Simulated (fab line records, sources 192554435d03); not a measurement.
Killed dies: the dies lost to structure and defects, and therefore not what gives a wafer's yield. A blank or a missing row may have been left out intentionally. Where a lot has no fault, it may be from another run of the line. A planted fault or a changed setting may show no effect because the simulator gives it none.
fab line records + flow n5-finfet
record:
- lots: 4
- wafers: 12
- last-day: 17
route steps=1938 shown BEOL_M4@1100 BEOL_M5@1112 PASSIVATION@1936
lots untouched by any fault: they come from a run of this same line in which no faults occurred
start-h: hours from the record's opening day to when the first of the lot's shown wafers began + wait-h: hours from the lot's prior step to this one + " as in the row above + L1.1+2: a row that stands for several wafers + - no value, or no start was given + * or withheld: withheld + < > ~ a bound
route shown NAME@n: a module of which the file shows steps, and the number in the route of the first + usual: mean and standard deviation over wafers with no fault + same: alike in all rows + chamber/n: place in a boat + sites: per-site readings + _std_site: their standard deviation + _edge_site: outer sites' mean less inner sites' + radius-mm: for every site, how far away it sits from the centre of the wafer + mask NAME#n: copy n + behind: the most recent tool/chamber to have shaped the wafer + hold: what put the lot on hold/how long, in hours/how the hold closed + device: transistor that didn't switch, given as n, p or np + end of line: the route-end tests of the same wafers + a step without rows: its recipe alone + killed: count of dies lost to structure and defects at first sort (not the wafer's yield) + map: a wafer's dies, x killed, . not, _ none there
set.NAME: the run value of the setting; set.NAME@STEP: its run value at that earlier step + model.NAME: the simulator's own value behind a step, which no gauge read
lots at selected steps of the route; one table per step, one row per wafer
services: from which hour (start-h, from the record's first day; less than 0 if before it) a tool's chamber was out of use, for how many hours, and why
== steps ==
step: N5_BEOL_M4_SPUTTER_96
recipe:
- material: Cu
- target-thk-a: 45
- temp-c: -20
- chamber-pressure-pa: 0.07
- power-w: withheld
- time-s: 8.29
step: N5_BEOL_M4_ECD_50
recipe:
- material: Cu
- target-thk-a: 3000
step: N5_BEOL_M4_ANNEAL_51
recipe:
- temp-c: 225
- time-s: 90
- ambient: N2
step: N5_BEOL_M4_CMP_52
recipe:
- stop-on: SiOC
- t-overpolish-s: 6.8
- down-force-psi: 1
- platen-rpm: 50
- clearing-platen-down-force-psi: 1.5
- clearing-platen-rpm: 50
- post-cmp-clean: cu-alkaline
- target-thk-nm: 40
- clearing-platen-pad-velocity-m-s: 0.99484
- pad-velocity-m-s: 0.99484
step: N5_BEOL_M4_PRE_CLEAN_60
recipe:
- gas: NH3/H2
- time-s: 15
- temp-c: *
- rf-power-w: 300
step: N5_BEOL_M4_CO_CAP_55
recipe:
- material: Co
- target-thk-a: 20
- temp-c: 200
- precursor: CCTBA/H2
- pressure-torr: 30
- time-s: 102.1
step: N5_BEOL_M4_PRE_CLEAN_56
recipe:
- gas: NH3
- time-s: 15
- temp-c: withheld
- rf-power-w: 300
step: N5_BEOL_M4_DEP_57
recipe:
- material: SiCN
- target-thk-a: 80
- temp-c: withheld
- precursor: 3MS/NH3
- pressure-torr: 3
- rf-w: 202
- time-s: 14
step: N5_BEOL_M5_ILD_DEP_00
recipe:
- material: SiCOH_lowk
- target-thk-a: 1406.4
- temp-c: 300
- precursor: DEMS/porogen
- pressure-torr: 5
- rf-w: 500
- time-s: 25.9
usual:
- heater-power-w: 342/70
- showerhead-plenum-p-Torr: 5.742/0.016
- susceptor-temp-C: 299.97/0.18
- throttle-valve-pct: 13.9/0.66
| lot.wafer | tool     | chamber | start-h | wait-h | heater-power-w | showerhead-plenum-p-Torr | susceptor-temp-C | throttle-valve-pct | model.SiCOH_lowk_of_BEOL_M5_ILD_DEP_00.thk-nm |
|-----------|----------|---------|---------|--------|----------------|--------------------------|------------------|--------------------|-----------------------------------------------|
| L666.2    | pecvd-03 | 0       | 189.60  | 0.7    | 294            | 5.706                    | 319.21           | 14.2               | 125.2                                         |
| L666.4    | "        | 1       | "       | "      | 419            | 5.755                    | 319.39           | 14.3               | 125.6                                         |
| L666.6    | "        | 0       | "       | "      | 306            | 5.709                    | 319.63           | 14.3               | 127.2                                         |
| L667.3    | pecvd-03 | 0       | 197.28  | 0.5    | 276            | 5.707                    | 319.14           | 14.6               | 124.2                                         |
| L667.5    | "        | 2       | "       | "      | 264            | 5.730                    | 319.35           | 14.6               | 129.4                                         |
| L667.6    | "        | 1       | "       | "      | 440            | 5.757                    | 319.35           | 14.7               | 127.2                                         |
| L678.1    | pecvd-04 | 2       | 277.91  | 0.8    | 407            | 5.751                    | 299.72           | 13.0               | 137.4                                         |
| L678.5    | "        | 1       | "       | "      | 411            | 5.734                    | 299.92           | 14.7               | 140.8                                         |
| L678.6    | "        | 2       | "       | "      | 413            | 5.748                    | 300.19           | 13.3               | 138                                           |
| L683.4    | pecvd-03 | 0       | 304.61  | 0.4    | 237            | 5.712                    | 300.16           | 14.5               | 142.4                                         |
| L683.5    | "        | 1       | "       | "      | 401            | 5.755                    | 299.96           | 14.3               | 141                                           |
| L683.6    | "        | 2       | "       | "      | 234            | 5.728                    | 299.79           | 14.4               | 142                                           |
step: N5_BEOL_M5_CURE_79
recipe:
- temp-c: 385
- time-s: 240
- ambient: He/Ar
- material: SiCOH_lowk
step: N5_BEOL_M5_THK_MEAS_01
recipe:
- reads: SiCOH_lowk_of_BEOL_M5_ILD_DEP_00
usual:
- M5_ILD_THK: 120.9/1.7
| lot.wafer | tool          | chamber | start-h | wait-h | M5_ILD_THK[nm] |
|-----------|---------------|---------|---------|--------|----------------|
| L666.2    | film-metro-01 | -       | 190.18  | 0.4    | 107.6          |
| L666.4    | "             | -       | "       | "      | 107.9          |
| L666.6    | "             | -       | "       | "      | 109.4          |
| L667.3    | film-metro-01 | -       | 197.87  | 0.3    | 106.7          |
| L667.5    | "             | -       | "       | "      | 111.2          |
| L667.6    | "             | -       | "       | "      | 109.4          |
| L678.1    | film-metro-02 | -       | 278.48  | 0.4    | 118.3          |
| L678.5    | "             | -       | "       | "      | 121.2          |
| L678.6    | "             | -       | "       | "      | 118.9          |
| L683.4    | film-metro-01 | -       | 305.17  | 0.2    | 122.5          |
| L683.5    | "             | -       | "       | "      | 121.4          |
| L683.6    | "             | -       | "       | "      | 122.3          |
step: N5_BEOL_M5_PECVD_70
recipe:
- material: SiO2
- target-thk-a: 160
- temp-c: 400
- precursor: TEOS/O2
- pressure-torr: 5.5
- rf-w: 450
- teos-flow-sccm: 53.8
- gas: O2
- flow-sccm: 3000
- time-s: 18
step: N5_BEOL_M5_HM_DEP_02
recipe:
- material: TiN
- target-thk-a: 200
- temp-c: 25
- chamber-pressure-pa: 0.49996
step: N5_BEOL_M5_COAT_59
recipe:
- resist: SOC
- temp-c: 250
- time-s: 60
- spin-rpm: 1500
- resist-thk-nm: 60
step: N5_BEOL_M5_COAT_60
recipe:
- resist: SiARC
- temp-c: 220
- time-s: 60
- spin-rpm: 1500
- resist-thk-nm: 12
step: N5_BEOL_M5_COAT_71
recipe:
- resist: underlayer
- temp-c: 205
- time-s: 60
- spin-rpm: 1500
- resist-thk-nm: 5
step: N5_BEOL_M5_COAT_05
recipe:
- resist: CAR-EUV
- spin-rpm: 1500
- resist-thk-nm: 30
step: N5_BEOL_M5_EBR_07
recipe:
- solvent: PGMEA
- ebr-width-mm: 1.5
step: N5_BEOL_M5_SOFTBAKE_06
recipe:
- temp-c: 110
- time-s: 60
- resist: CAR-EUV
step: N5_BEOL_M5_EXPOSE_08
recipe:
- mask-id: M5
- na: 0.33
- source-shape: annular
- sigma-inner: 0.4
- sigma-outer: 0.8
- polarization: unpolarized
- target-cd-nm: 28
- dose-mj: 35.75
step: N5_BEOL_M5_PEB_09
recipe:
- peb-temp-c: 100
- peb-time-s: 60
- resist: CAR-EUV
step: N5_BEOL_M5_DEVELOP_10
recipe:
- develop-time-s: 30
- developer: TMAH
- resist: CAR-EUV
- rinse-liquid: surfactant-rinse
- dry: air-spin
- dev-temp-c: 23
step: N5_BEOL_M5_DESCUM_16
recipe:
- chemistry: O2
- time-s: 7
- source-power-w: 50
- bias-power-w: 20
- pressure-mtorr: 20
- rf-frequency-hz: 2.712e+07
- temp-c: 40
- resist: CAR-EUV
- o2-flow-sccm: 225
step: N5_BEOL_M5_ETCH_72
recipe:
- chemistry: N2/H2
- target: underlayer
- target-depth-a: 65
- mask-material: CAR-EUV
- time-s: 5.2
- ion-energy-ev: 200
- pressure-mtorr: 30
- source-w: 840
- bias-w: 150
- n2-flow-sccm: 200
- h2-flow-sccm: 200
- ends: cleared
step: N5_BEOL_M5_ETCH_61
recipe:
- chemistry: CF4
- target: SiARC
- target-depth-a: 156
- mask-material: CAR-EUV
- time-s: 26
- ion-energy-ev: 80
- pressure-mtorr: 40
- source-w: 545
- bias-w: 36
- Ar_flow_sccm: 100
- cf4-flow-sccm: 100
- ends: cleared
step: N5_BEOL_M5_ETCH_62
recipe:
- chemistry: N2/H2
- target: SOC
- target-depth-a: 750
- overetch-a: 150
- mask-material: SiARC
- temp-c: 40
- time-s: 112.5
- ion-energy-ev: 200
- pressure-mtorr: 30
- source-w: 840
- bias-w: 150
- n2-flow-sccm: 200
- h2-flow-sccm: 200
step: N5_BEOL_M5_STRIP_63
recipe:
- chemistry: N2/H2
- temp-c: 40
- n2-flow-sccm: 200
- h2-flow-sccm: 200
- rf-frequency-hz: 6e+07
step: N5_BEOL_M5_STRIP_73
recipe:
- chemistry: N2/H2
- temp-c: 40
- n2-flow-sccm: 200
- h2-flow-sccm: 200
- rf-frequency-hz: 6e+07
step: N5_BEOL_M5_STRIP_64
recipe:
- chemistry: CF4
- resist: SiARC
- power-w: 300
- bias-power-w: 75
- pressure-mtorr: 50
- cf4-flow-sccm: 150
- rf-frequency-hz: 6e+07
step: N5_BEOL_M5_HM_OPEN_17
recipe:
- chemistry: Cl2/BCl3
- target-depth-a: 200
- overetch-a: 60
- target: TiN
- mask-material: SOC
- ion-energy-ev: 150
- pressure-mtorr: 10
- icp-w: 1000
- bias-w: 126
- Cl2_flow_sccm: 53.25
- bcl3-flow-sccm: 21.75
- Ar_flow_sccm: 25
step: N5_BEOL_M5_STRIP_19
recipe:
- chemistry: O2
- power-w: 400
- temp-c: 40
- pressure-mtorr: 30
- rf-frequency-hz: 6e+07
- bias-power-w: 0
- overash-fraction: 0.2
- o2-flow-sccm: 225
step: N5_BEOL_M5_COAT_65
recipe:
- resist: SOC
- temp-c: 250
- time-s: 60
- spin-rpm: 1500
- resist-thk-nm: 60
step: N5_BEOL_M5_COAT_66
recipe:
- resist: SiARC
- temp-c: 220
- time-s: 60
- spin-rpm: 1500
- resist-thk-nm: 12
step: N5_BEOL_M5_COAT_74
recipe:
- resist: underlayer
- temp-c: 205
- time-s: 60
- spin-rpm: 1500
- resist-thk-nm: 5
step: N5_BEOL_M5_CMP_52
recipe:
- stop-on: SiCOH_lowk
- t-overpolish-s: 6.9
- down-force-psi: 1
- platen-rpm: 50
- clearing-platen-down-force-psi: 1.5
- clearing-platen-rpm: 50
- post-cmp-clean: cu-alkaline
- target-thk-nm: 62
- clearing-platen-pad-velocity-m-s: 0.99484
- pad-velocity-m-s: 0.99484
usual:
- motor-current-A: 5.9/0.56
| lot.wafer | tool   | chamber | start-h | wait-h | motor-current-A | model.SiCOH_lowk_of_BEOL_M5_ILD_DEP_00.thk-nm |
|-----------|--------|---------|---------|--------|-----------------|-----------------------------------------------|
| L666.2    | cmp-04 | 1       | 202.21  | 0.2    | 6.6             | 104.6                                         |
| L666.4    | "      | 3       | "       | "      | 5.6             | 105                                           |
| L666.6    | "      | 2       | "       | "      | 5.7             | 106.2                                         |
| L667.3    | cmp-02 | 1       | 208.36  | 0.3    | 5.6             | 103.6                                         |
| L667.6    | "      | 3       | "       | "      | 6.2             | 106.4                                         |
| L667.5    | "      | 0       | "       | "      | 5.3             | 108.2                                         |
| L678.1    | cmp-03 | 3       | 289.50  | 0.4    | 6.1             | 115.2                                         |
| L678.6    | "      | 0       | "       | "      | 5.6             | 115.8                                         |
| L678.5    | "      | 1       | "       | "      | 6.8             | 118.2                                         |
| L683.4    | cmp-02 | 0       | 314.56  | 0.2    | 5.2             | 119.6                                         |
| L683.5    | "      | 0       | "       | "      | 5.2             | 118.4                                         |
| L683.6    | "      | 1       | "       | "      | 5.7             | 119.2                                         |
step: N5_PASSIVATION_PROBE_49
usual:
- defect-limited-yield: 91.4/1.4
- killed_at_M0_to_M3: 31/10
- killed_at_M4_up: 14/5.6
- killed-at-contacts: 13/6.3
- killed-at-front-end: 39/10
- killed-at-other: 4/3.1
- killed-dies: 101/16
- killed-open: 65/13
- killed-short: 34/7.2
- sort_bin_5_function: 5.1/0.88
- sort_bin_6_memory: 3.2/0.66
- sort-n-pass: 1079/16
- sort-yield-pct: 91.4/1.4
same:
- gross-dies: 1180
- killed-at-back-side: 0
- sort_bin_4_leakage[%]: 0
- sort_bin_8_speed[%]: 0
| lot.wafer | tool      | chamber | start-h | wait-h | defect-limited-yield[%] | killed_at_M0_to_M3 | killed_at_M4_up | killed-at-contacts | killed-at-front-end | killed-at-other | killed-dies | killed-open | killed-short | sort_bin_5_function[%] | sort_bin_6_memory[%] | sort-n-pass | sort-yield-pct[%] |
|-----------|-----------|---------|---------|--------|-------------------------|--------------------|-----------------|--------------------|---------------------|-----------------|-------------|-------------|--------------|------------------------|----------------------|-------------|-------------------|
| L666.2    | prober-02 | -       | 294.46  | 0.1    | 91.9                    | 36                 | 12              | 8                  | 30                  | 9               | 95          | 55          | 40           | 5.0                    | 2.9                  | 1085        | 91.9              |
| L666.4    | prober-02 | -       | 294.56  | 0.2    | 89.8                    | 48                 | 8               | 22                 | 30                  | 12              | 120         | 75          | 45           | 5.6                    | 4.0                  | 1060        | 89.8              |
| L666.6    | prober-02 | -       | 294.66  | 0.3    | 91.0                    | 33                 | 11              | 20                 | 37                  | 5               | 106         | 72          | 34           | 4.8                    | 4.0                  | 1074        | 91.0              |
| L678.1    | prober-02 | -       | 388.02  | 0.0    | 90.8                    | 32                 | 21              | 7                  | 41                  | 8               | 109         | 71          | 38           | 4.9                    | 3.9                  | 1071        | 90.8              |
| L678.5    | prober-02 | -       | 388.22  | 0.2    | 89.9                    | 44                 | 14              | 15                 | 42                  | 4               | 119         | 78          | 41           | 6.3                    | 3.3                  | 1061        | 89.9              |
| L678.6    | prober-02 | -       | 388.27  | 0.3    | 91.1                    | 38                 | 12              | 4                  | 51                  | 0               | 105         | 62          | 42           | 4.8                    | 3.6                  | 1075        | 91.1              |
| L683.4    | prober-01 | -       | 412.72  | 0.2    | 91.6                    | 15                 | 13              | 14                 | 52                  | 5               | 99          | 62          | 33           | 5.0                    | 3.1                  | 1081        | 91.6              |
| L683.5    | prober-01 | -       | 412.77  | 0.2    | 91.1                    | 20                 | 17              | 8                  | 55                  | 5               | 105         | 67          | 37           | 6.1                    | 2.5                  | 1075        | 91.1              |
| L683.6    | prober-01 | -       | 412.82  | 0.3    | 92.8                    | 20                 | 9               | 10                 | 37                  | 9               | 85          | 39          | 40           | 4.2                    | 2.4                  | 1095        | 92.8              |
killed by level:class
L666.2 BEOL_M0_SAQP:geometric-particle:short=16 BEOL_M0_SAQP:geometric-particle:open=9 FIN_SAQP:geometric-particle:open=8 STI_FIN_REVEAL:geometric-particle:open=6 MOL_CONTACT_COAG:geometric-particle:open=6 BEOL_M1:geometric-particle:open=4 FIN_SAQP:geometric-particle:short=3 GATE_CUT:geometric-particle:open=3
L666.4 MOL_CONTACT_COAG:geometric-particle:open=17 BEOL_M0_SAQP:geometric-particle:short=13 BEOL_M0_SAQP:geometric-particle:open=11 BEOL_M3:geometric-particle:open=9 FIN_SAQP:geometric-particle:short=7 BEOL_M1:geometric-particle:open=7 STI_FIN_REVEAL:geometric-particle:open=6 MOL_CONTACT_COAG:geometric-particle:short=5
L666.6 MOL_CONTACT_COAG:geometric-particle:open=17 FIN_SAQP:geometric-particle:open=13 BEOL_M0_SAQP:geometric-particle:short=8 BEOL_M3:geometric-particle:open=7 BEOL_M1:geometric-particle:open=7 FIN_SAQP:geometric-particle:short=5 STI_FIN_REVEAL:geometric-particle:open=5 GATE_CUT:geometric-particle:short=4
L678.1 FIN_SAQP:geometric-particle:short=9 BEOL_M5:geometric-particle:open=9 BEOL_M0_SAQP:geometric-particle:open=8 FIN_SAQP:geometric-particle:open=6 STI_FIN_REVEAL:geometric-particle:open=6 BEOL_M1:geometric-particle:open=6 DUMMY_GATE:geometric-particle:open=5 STARTING-WAFER:geometric-particle:short=5
L678.5 MOL_CONTACT_COAG:geometric-particle:open=14 BEOL_M0_SAQP:geometric-particle:short=13 FIN_SAQP:geometric-particle:open=12 FIN_SAQP:geometric-particle:short=9 STI_FIN_REVEAL:geometric-particle:open=6 BEOL_M1:geometric-particle:open=6 BEOL_M3:geometric-particle:open=6 BEOL_M0_SAQP:geometric-particle:open=5
L678.6 FIN_SAQP:geometric-particle:open=16 BEOL_M0_SAQP:geometric-particle:short=13 FIN_SAQP:geometric-particle:short=10 BEOL_M1:geometric-particle:open=10 ILD0:geometric-particle:short=5 BEOL_M0_SAQP:geometric-particle:open=5 BEOL_M2:geometric-particle:open=5 GATE_CUT:geometric-particle:short=4
L683.4 FIN_SAQP:geometric-particle:short=15 FIN_SAQP:geometric-particle:open=14 MOL_CONTACT_COAG:geometric-particle:open=10 STI_FIN_REVEAL:geometric-particle:open=8 BEOL_M1:geometric-particle:open=8 BEOL_M4:geometric-particle:open=6 GATE_CUT:geometric-particle:short=4 MOL_CONTACT_COAG:geometric-particle:short=4
L683.5 FIN_SAQP:geometric-particle:short=18 FIN_SAQP:geometric-particle:open=12 STI_FIN_REVEAL:geometric-particle:open=10 BEOL_M3:geometric-particle:open=7 BEOL_M4:geometric-particle:open=7 MOL_CONTACT_COAG:geometric-particle:open=6 BEOL_M1:geometric-particle:open=6 STI_FIN_REVEAL:geometric-particle:short=5
L683.6 FIN_SAQP:geometric-particle:short=9 MOL_CONTACT_COAG:geometric-particle:open=8 STARTING-WAFER:geometric-particle:short=7 BEOL_M1:geometric-particle:open=5 FIN_SAQP:geometric-particle:open=4 BEOL_M0_SAQP:geometric-particle:short=4 STARTING-WAFER:geometric-particle:open=4 HKMG_FIN:area-etch=4
== services ==
| tool     | chamber | start-h | hours | kind                           |
|----------|---------|---------|-------|--------------------------------|
| pecvd-04 | 0       | 178.14  | 6.4   | repair                         |
| cmp-04   | -       | 206.72  | 4.0   | pm                             |
| cmp-04   | -       | 210.72  | -     | consumable-replace:conditioner |
| cmp-04   | -       | 210.72  | -     | consumable-replace:pad         |
| cmp-04   | -       | 211.32  | 2.4   | repair                         |
| cmp-03   | -       | 218.25  | 0.6   | repair                         |
| cmp-04   | -       | 220.99  | 1.0   | repair                         |
| cmp-03   | -       | 235.84  | 10.2  | pm                             |
| cmp-02   | -       | 250.35  | 4.0   | pm                             |
| cmp-04   | -       | 253.81  | 7.0   | pm                             |
| cmp-02   | -       | 254.35  | -     | consumable-replace:conditioner |
| cmp-02   | -       | 254.35  | -     | consumable-replace:pad         |
| cmp-02   | -       | 258.64  | 1.5   | repair                         |
| pecvd-03 | -       | 258.70  | 26.5  | repair                         |
| cmp-03   | -       | 261.17  | 4.2   | repair                         |
| pecvd-04 | 2       | 266.62  | 5.5   | scheduled-down                 |
| cmp-04   | -       | 297.49  | 1.3   | repair                         |
| pecvd-04 | 0       | 297.54  | 2.1   | scheduled-down                 |
== key ==
first-sign:
- step: N5_BEOL_M5_ILD_DEP_00
- reading: susceptor-temp-C
- direction: up
- sigmas: 99+
- usual: *
- struck: *
effect:
- step: N5_BEOL_M5_THK_MEAS_01
- reading: M5_ILD_THK
- direction: down
- sigmas: 7.2
- usual: 120.9
- struck: 108.7
model-effect:
- step: N5_BEOL_M5_ILD_DEP_00
- value: SiCOH_lowk_of_BEOL_M5_ILD_DEP_00.thk-nm
- without: 140.4
- struck: 126.5
model-effect:
- step: N5_BEOL_M5_CMP_52
- value: SiCOH_lowk_of_BEOL_M5_ILD_DEP_00.thk-nm
- without: 117.7
- struck: 105.7
met-at N5_BEOL_M5_ILD_DEP_00
struck-wafers L666.2,L666.4,L666.6,L667.3,L667.5,L667.6
fault:
- kind: process-parameter-drift
- tool: pecvd-03
- chamber: -
- onset-h: 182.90
- steps: N5_BEOL_M5_ILD_DEP_00
- channel: temp-c
- offset: *
- shape: step
- end-h: 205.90
- acts-in: *
- stated: *
